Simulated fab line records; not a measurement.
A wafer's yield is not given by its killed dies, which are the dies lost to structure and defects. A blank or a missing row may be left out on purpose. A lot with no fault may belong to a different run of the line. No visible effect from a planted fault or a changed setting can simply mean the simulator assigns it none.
Which of the tools did it? + flow n5 finfet + Sampling: 24 lots, 72 wafers, 6 of 1938 route steps

== WHAT EACH GAUGE READ, for each wafer ==
N5_BEOL_M12_INSPECT_55: inspects for defects (darkfield). Usual: 74 for raw defect count, sd 25.
| lot  | measured     | on                | raw defect count | flag |
|------|--------------|-------------------|------------------|------|
| L074 | day 10 14:11 | defect inspect-01 | 96 80 89         |      |
| L075 | day 11 05:28 | defect inspect-02 | 69 88 75         |      |
| L077 | day 11 11:11 | defect inspect-02 | 36 64 82         |      |
| L078 | day 11 11:41 | defect inspect-01 | 53 58 62         |      |
| L076 | day 11 12:04 | defect inspect-02 | 104 137 134      |      |
| L079 | day 11 20:37 | defect inspect-02 | 77 81 63         |      |
| L080 | day 12 04:23 | defect inspect-01 | 43 68 65         |      |
| L082 | day 12 12:37 | defect inspect-02 | 59 86 86         |      |
| L081 | day 12 19:54 | defect inspect-01 | 57 58 27         |      |
| L083 | day 12 21:01 | defect inspect-02 | 121 158 89       |      |
| L084 | day 12 22:08 | defect inspect-02 | 94 119 71        |      |
| L085 | day 13 13:20 | defect inspect-01 | 43 29 51         |      |
| L088 | day 13 22:02 | defect inspect-02 | 68 100 90        |      |
| L087 | day 13 22:35 | defect inspect-01 | 80 74 65         |      |
| L086 | day 14 03:51 | defect inspect-01 | 60 23 96         |      |
| L090 | day 14 19:09 | defect inspect-02 | 81 49 99         |      |
| L089 | day 14 19:32 | defect inspect-01 | 73 69 117        |      |
| L091 | day 15 01:39 | defect inspect-01 | 73 86 58         |      |
| L093 | day 15 07:31 | defect inspect-01 | 72 57 58         |      |
| L092 | day 15 11:27 | defect inspect-02 | 76 76 76         |      |
| L094 | day 15 14:54 | defect inspect-01 | 61 82 66         |      |
| L095 | day 16 00:38 | defect inspect-02 | 56 61 39         |      |
| L097 | day 16 07:47 | defect inspect-02 | 88 64 91         |      |
| L096 | day 16 20:17 | defect inspect-01 | 56 69 105        |      |

N5_BEOL_M13_INSPECT_12: inspects for defects (macro). Usual: 1.9 for raw defect count, sd 1.5.
| lot  | measured     | on                | raw defect count | flag |
|------|--------------|-------------------|------------------|------|
| L074 | day 10 14:51 | defect inspect-01 | 0 2 0            |      |
| L075 | day 11 06:00 | defect inspect-02 | 3 4 1            |      |
| L077 | day 11 11:44 | defect inspect-02 | 2 1 0            |      |
| L078 | day 11 12:22 | defect inspect-01 | 1 1 1            |      |
| L076 | day 11 12:44 | defect inspect-02 | 1 6 2            |      |
| L079 | day 11 21:17 | defect inspect-01 | 1 0 3            |      |
| L080 | day 12 05:03 | defect inspect-01 | 2 0 2            |      |
| L082 | day 12 13:21 | defect inspect-01 | 5 4 3            |      |
| L081 | day 12 20:35 | defect inspect-02 | 4 4 1            |      |
| L083 | day 12 21:41 | defect inspect-01 | 0 3 2            |      |
| L084 | day 12 22:44 | defect inspect-02 | 1 4 1            |      |
| L085 | day 13 14:00 | defect inspect-01 | 3 3 1            |      |
| L088 | day 13 22:35 | defect inspect-01 | 2 0 1            |      |
| L087 | day 13 23:07 | defect inspect-01 | 3 1 2            |      |
| L086 | day 14 04:24 | defect inspect-02 | 6 2 1            |      |
| L090 | day 14 19:49 | defect inspect-01 | 0 3 1            |      |
| L089 | day 14 23:37 | defect inspect-01 | 3 2 0            |      |
| L091 | day 15 02:19 | defect inspect-01 | 3 1 1            |      |
| L093 | day 15 08:11 | defect inspect-02 | 2 4 3            |      |
| L092 | day 15 11:59 | defect inspect-01 | 3 2 2            |      |
| L094 | day 15 15:31 | defect inspect-01 | 0 0 0            |      |
| L095 | day 16 01:11 | defect inspect-02 | 2 3 2            |      |
| L097 | day 16 08:27 | defect inspect-01 | 0 2 1            |      |
| L096 | day 16 20:59 | defect inspect-02 | 2 3 2            |      |

== TOOL THAT RAN EACH LOT (tool first, then ch and the chambers of the sampled wafers, then the start) ==
| lot  | N5_BEOL_M11_PRE_CLEAN_45     | N5_BEOL_M11_ANNEAL_51            | N5_BEOL_M12_DESCUM_15              | N5_BEOL_M12_STRIP_37                 |
|------|------------------------------|----------------------------------|------------------------------------|--------------------------------------|
| L074 | pvd sputter-03, day 10 06:19 | rtp anneal-02 ch 0, day 10 07:17 | rie diel-01 ch 0,1,3, day 10 08:55 | plasma asher-02 ch 0,1, day 10 10:31 |
| L075 | pvd sputter-02, day 10 18:53 | rtp anneal-01 ch 0, day 10 19:53 | rie diel-02 ch 0,2,3, day 10 21:25 | plasma asher-01 ch 0,1, day 10 22:53 |
| L077 | pvd sputter-01, day 11 04:05 | rtp anneal-01 ch 0, day 11 05:23 | rie diel-02 ch 0,3, day 11 06:50   | plasma asher-01 ch 0,1, day 11 08:18 |
| L078 | pvd sputter-03, day 11 04:10 | rtp anneal-02 ch 0, day 11 05:49 | rie diel-02 ch 0,2, day 11 07:19   | plasma asher-02 ch 0,1, day 11 09:09 |
| L076 | pvd sputter-03, day 11 04:36 | rtp anneal-01 ch 0, day 11 06:04 | rie diel-04 ch 0,2,3, day 11 07:30 | plasma asher-01 ch 0,1, day 11 09:18 |
| L079 | pvd sputter-01, day 11 10:38 | rtp anneal-02 ch 0, day 11 13:41 | rie diel-02 ch 0,1, day 11 14:59   | plasma asher-02 ch 0,1, day 11 16:37 |
| L080 | pvd sputter-03, day 11 20:13 | rtp anneal-02 ch 0, day 11 21:07 | rie diel-04 ch 0,1,3, day 11 22:54 | plasma asher-02 ch 0,1, day 12 00:41 |
| L082 | pvd sputter-02, day 12 05:37 | rtp anneal-02 ch 0, day 12 06:37 | rie diel-04 ch 0,3, day 12 08:17   | plasma asher-01 ch 0,1, day 12 09:44 |
| L081 | pvd sputter-03, day 12 11:25 | rtp anneal-02 ch 0, day 12 14:08 | rie diel-01 ch 0,1, day 12 15:40   | plasma asher-02 ch 1, day 12 17:16   |
| L083 | pvd sputter-03, day 12 13:35 | rtp anneal-01 ch 0, day 12 14:44 | rie diel-04 ch 2,3, day 12 16:03   | plasma asher-02 ch 0,1, day 12 17:44 |
| L084 | pvd sputter-02, day 12 13:47 | rtp anneal-02 ch 0, day 12 15:29 | rie diel-04 ch 0,1,3, day 12 17:31 | plasma asher-01 ch 0,1, day 12 18:59 |
| L085 | pvd sputter-01, day 13 04:58 | rtp anneal-02 ch 0, day 13 06:24 | rie diel-02 ch 0,1,3, day 13 07:58 | plasma asher-01 ch 0,1, day 13 09:34 |
| L088 | pvd sputter-03, day 13 14:41 | rtp anneal-01 ch 0, day 13 15:42 | rie diel-04 ch 1,2,3, day 13 17:08 | plasma asher-02 ch 0,1, day 13 18:44 |
| L087 | pvd sputter-03, day 13 17:05 | rtp anneal-01 ch 0, day 13 18:05 | rie diel-04 ch 0,3, day 13 19:18   | plasma asher-02 ch 0,1, day 13 20:53 |
| L086 | pvd sputter-03, day 13 17:16 | rtp anneal-01 ch 0, day 13 18:16 | rie diel-01 ch 1,3, day 13 19:42   | plasma asher-02 ch 0,1, day 13 21:21 |
| L090 | pvd sputter-03, day 14 11:51 | rtp anneal-01 ch 0, day 14 14:04 | rie diel-01 ch 1,2, day 14 15:31   | plasma asher-01 ch 0,1, day 14 16:59 |
| L089 | pvd sputter-01, day 14 13:58 | rtp anneal-01 ch 0, day 14 14:47 | rie diel-04 ch 0,1,3, day 14 16:05 | plasma asher-01 ch 0,1, day 14 17:34 |
| L091 | pvd sputter-01, day 14 17:35 | rtp anneal-02 ch 0, day 14 18:33 | rie diel-02 ch 0,2, day 14 19:47   | plasma asher-01 ch 0,1, day 14 21:16 |
| L093 | pvd sputter-01, day 14 21:28 | rtp anneal-02 ch 0, day 14 23:45 | rie diel-04 ch 0,3, day 15 01:17   | plasma asher-02 ch 0,1, day 15 02:57 |
| L092 | pvd sputter-02, day 15 04:13 | rtp anneal-02 ch 0, day 15 05:27 | rie diel-02 ch 0,1,2, day 15 06:56 | plasma asher-02 ch 0,1, day 15 08:37 |
| L094 | pvd sputter-03, day 15 06:58 | rtp anneal-01 ch 0, day 15 07:52 | rie diel-04 ch 0,1,3, day 15 09:19 | plasma asher-01 ch 0,1, day 15 10:46 |
| L095 | pvd sputter-01, day 15 13:55 | rtp anneal-02 ch 0, day 15 17:01 | rie diel-01 ch 1,2, day 15 18:19   | plasma asher-02 ch 1, day 15 19:55   |
| L097 | pvd sputter-02, day 16 01:47 | rtp anneal-01 ch 0, day 16 03:02 | rie diel-04 ch 0,2, day 16 04:32   | plasma asher-01 ch 0,1, day 16 06:02 |
| L096 | pvd sputter-02, day 16 12:53 | rtp anneal-02 ch 0, day 16 15:17 | rie diel-04 ch 1,2,3, day 16 16:55 | plasma asher-01 ch 0,1, day 16 18:23 |
- N5_BEOL_M11_PRE_CLEAN_45: time 30 s.
- N5_BEOL_M11_ANNEAL_51: time 90 s.
- N5_BEOL_M12_DESCUM_15: chemistry O2, time 7.9 s.
- N5_BEOL_M12_STRIP_37: strips in N2/H2.

== AS READ BY THE TOOLS THEMSELVES (means over the sampled wafers that have a number; for cases with no such wafer, the mark the record gives instead) ==
N5_BEOL_M11_PRE_CLEAN_45. Usual: 315 W for heater power w, sd 16.
| lot  | tool           | heater power w (W) | flag |
|------|----------------|--------------------|------|
| L074 | pvd sputter-03 | 324                |      |
| L075 | pvd sputter-02 | 304                |      |
| L077 | pvd sputter-01 | 312                |      |
| L078 | pvd sputter-03 | 326                |      |
| L076 | pvd sputter-03 | 307                |      |
| L079 | pvd sputter-01 | 323                |      |
| L080 | pvd sputter-03 | 310                |      |
| L082 | pvd sputter-02 | 304                |      |
| L081 | pvd sputter-03 | 318                |      |
| L083 | pvd sputter-03 | 317                |      |
| L084 | pvd sputter-02 | 315                |      |
| L085 | pvd sputter-01 | 316                |      |
| L088 | pvd sputter-03 | 317                |      |
| L087 | pvd sputter-03 | 308                |      |
| L086 | pvd sputter-03 | 320                |      |
| L090 | pvd sputter-03 | 321                |      |
| L089 | pvd sputter-01 | 319                |      |
| L091 | pvd sputter-01 | 316                |      |
| L093 | pvd sputter-01 | 312                |      |
| L092 | pvd sputter-02 | 313                |      |
| L094 | pvd sputter-03 | 320                |      |
| L095 | pvd sputter-01 | 314                |      |
| L097 | pvd sputter-02 | 309                |      |
| L096 | pvd sputter-02 | 293                |      |

N5_BEOL_M11_ANNEAL_51. Usual: anneal temp c max 225.79, standard deviation 0.21; wafer_temp_C_max 226.5, standard deviation 0.32.
| lot  | tool          | anneal temp c max | wafer_temp_C_max | flag |
|------|---------------|-------------------|------------------|------|
| L074 | rtp anneal-02 | 225.81            | 226.7            |      |
| L075 | rtp anneal-01 | 225.67            | 226.6            |      |
| L077 | rtp anneal-01 | 226.13            | 226.2            |      |
| L078 | rtp anneal-02 | 225.99            | 226.7            |      |
| L076 | rtp anneal-01 | 225.85            | 226.4            |      |
| L079 | rtp anneal-02 | 226.04            | 226.9            |      |
| L080 | rtp anneal-02 | 225.99            | 226.8            |      |
| L082 | rtp anneal-02 | 225.68            | 226.6            |      |
| L081 | rtp anneal-02 | 225.57            | 226.6            |      |
| L083 | rtp anneal-01 | 225.88            | 226.3            |      |
| L084 | rtp anneal-02 | 225.64            | 226.7            |      |
| L085 | rtp anneal-02 | 225.54            | 226.4            |      |
| L088 | rtp anneal-01 | 225.77            | 226.4            |      |
| L087 | rtp anneal-01 | 225.60            | 226.2            |      |
| L086 | rtp anneal-01 | 225.81            | 226.2            |      |
| L090 | rtp anneal-01 | 225.94            | 226.1            |      |
| L089 | rtp anneal-01 | 225.79            | 226.6            |      |
| L091 | rtp anneal-02 | 225.77            | 226.7            |      |
| L093 | rtp anneal-02 | 225.78            | 226.4            |      |
| L092 | rtp anneal-02 | 225.91            | 226.5            |      |
| L094 | rtp anneal-01 | 225.85            | 226.4            |      |
| L095 | rtp anneal-02 | 225.65            | 226.8            |      |
| L097 | rtp anneal-01 | 225.67            | 226.3            |      |
| L096 | rtp anneal-02 | 225.61            | 226.8            |      |

N5_BEOL_M12_DESCUM_15. Usual: drypump motor current A 5.4 A, standard deviation 0.39; oes product au 0.80 a.u., standard deviation 0.071; rf vpp V 243.1 V, standard deviation 1.2; showerhead plenum p Torr 2.09 Torr, standard deviation 0.059; throttle valve pct 20.59 %, standard deviation 0.24.
| lot  | tool        | drypump motor current A (A) | oes product au (a.u.) | rf vpp V (V) | showerhead plenum p Torr (Torr) | throttle valve pct (%) | flag |
|------|-------------|-----------------------------|-----------------------|--------------|---------------------------------|------------------------|------|
| L074 | rie diel-01 | 6.1                         | 0.83                  | 244.3        | 2.12                            | 20.62                  |      |
| L075 | rie diel-02 | 5.2                         | 0.73                  | 242.2        | 2.06                            | 20.72                  |      |
| L077 | rie diel-02 | 5.4                         | 0.73                  | 242.9        | 2.09                            | 20.73                  |      |
| L078 | rie diel-02 | 5.4                         | 0.72                  | 241.7        | 2.06                            | 20.82                  |      |
| L076 | rie diel-04 | 5.5                         | 0.85                  | 243.7        | 2.12                            | 20.65                  |      |
| L079 | rie diel-02 | 5.5                         | 0.78                  | 242.8        | 2.07                            | 20.62                  |      |
| L080 | rie diel-04 | 5.2                         | 0.87                  | 243.1        | 2.09                            | 20.50                  |      |
| L082 | rie diel-04 | 5.4                         | 0.81                  | 243.4        | 2.11                            | 20.63                  |      |
| L081 | rie diel-01 | 6.0                         | 0.84                  | 243.1        | 2.09                            | 20.42                  |      |
| L083 | rie diel-04 | 5.5                         | 0.79                  | 243.7        | 2.12                            | 20.67                  |      |
| L084 | rie diel-04 | 5.2                         | 0.85                  | 243.0        | 2.09                            | 20.50                  |      |
| L085 | rie diel-02 | 5.3                         | 0.75                  | 242.4        | 2.06                            | 20.54                  |      |
| L088 | rie diel-04 | 5.2                         | 0.85                  | 242.8        | 2.10                            | 20.57                  |      |
| L087 | rie diel-04 | 5.5                         | 0.81                  | 244.1        | 2.11                            | 20.62                  |      |
| L086 | rie diel-01 | 6.2                         | 0.76                  | 243.1        | 2.13                            | 20.87                  |      |
| L090 | rie diel-01 | 5.9                         | 0.76                  | 242.6        | 2.07                            | 20.56                  |      |
| L089 | rie diel-04 | 5.2                         | 0.83                  | 243.7        | 2.09                            | 20.52                  |      |
| L091 | rie diel-02 | 5.2                         | 0.69                  | 241.4        | 2.01                            | 20.87                  |      |
| L093 | rie diel-04 | 5.5                         | 0.81                  | 244.1        | 2.11                            | 20.63                  |      |
| L092 | rie diel-02 | 5.3                         | 0.73                  | 243.4        | 2.03                            | 20.67                  |      |
| L094 | rie diel-04 | 5.2                         | 0.82                  | 243.1        | 2.08                            | 20.54                  |      |
| L095 | rie diel-01 | 5.9                         | 0.76                  | 242.8        | 2.06                            | 20.57                  |      |
| L097 | rie diel-04 | 5.5                         | 0.82                  | 243.6        | 2.11                            | 20.68                  |      |
| L096 | rie diel-04 | 5.2                         | 0.82                  | 243.6        | 2.09                            | 20.61                  |      |

N5_BEOL_M12_STRIP_37. Usual: drypump motor current A 5.90 A, standard deviation 0.18; heater power w 312 W, standard deviation 24; oes product au 0.792 a.u., standard deviation 0.01.
| lot  | tool            | drypump motor current A (A) | heater power w (W) | oes product au (a.u.) | flag |
|------|-----------------|-----------------------------|--------------------|-----------------------|------|
| L074 | plasma asher-02 | 5.95                        | 296                | 0.797                 |      |
| L075 | plasma asher-01 | 5.74                        | 321                | 0.792                 |      |
| L077 | plasma asher-01 | 5.74                        | 328                | 0.790                 |      |
| L078 | plasma asher-02 | 6.05                        | 312                | 0.790                 |      |
| L076 | plasma asher-01 | 5.86                        | 313                | 0.793                 |      |
| L079 | plasma asher-02 | 6.04                        | 312                | 0.788                 |      |
| L080 | plasma asher-02 | 6.02                        | 309                | 0.790                 |      |
| L082 | plasma asher-01 | 5.86                        | 311                | 0.794                 |      |
| L081 | plasma asher-02 | 5.93                        | 283                | 0.782                 |      |
| L083 | plasma asher-02 | 6.01                        | 297                | 0.785                 |      |
| L084 | plasma asher-01 | 5.75                        | 326                | 0.792                 |      |
| L085 | plasma asher-01 | 5.75                        | 324                | 0.793                 |      |
| L088 | plasma asher-02 | 5.99                        | 298                | 0.793                 |      |
| L087 | plasma asher-02 | 6.03                        | 309                | 0.785                 |      |
| L086 | plasma asher-02 | 5.97                        | 291                | 0.798                 |      |
| L090 | plasma asher-01 | 5.73                        | 326                | 0.794                 |      |
| L089 | plasma asher-01 | 5.84                        | 316                | 0.789                 |      |
| L091 | plasma asher-01 | 5.74                        | 329                | 0.786                 |      |
| L093 | plasma asher-02 | 6.04                        | 309                | 0.791                 |      |
| L092 | plasma asher-02 | 6.04                        | 309                | 0.795                 |      |
| L094 | plasma asher-01 | 5.88                        | 317                | 0.797                 |      |
| L095 | plasma asher-02 | 5.91                        | 280                | 0.792                 |      |
| L097 | plasma asher-01 | 5.87                        | 313                | 0.799                 |      |
| L096 | plasma asher-01 | 5.87                        | 315                | 0.794                 |      |

== THE ANSWER, worked out from the rows above alone ==
Rule: a lot is off if the mean of its wafers that have a number lies more than 3 standard deviations from the usual mean. A lot without any number at a reading at which 4 lots or more have one is off too. All remaining lots with rows at the step are treated as sound. First the gauges in route order, then the tools' own readings, where a lot's mean is used as printed above. The first step at which some lot is off is used, and at that step the reading that is off furthest; a lot without a number counts as furthest.
None of the lots is off at any reading shown; this tells nothing.

== WHAT THE SIMULATOR HAD PUT IN ==
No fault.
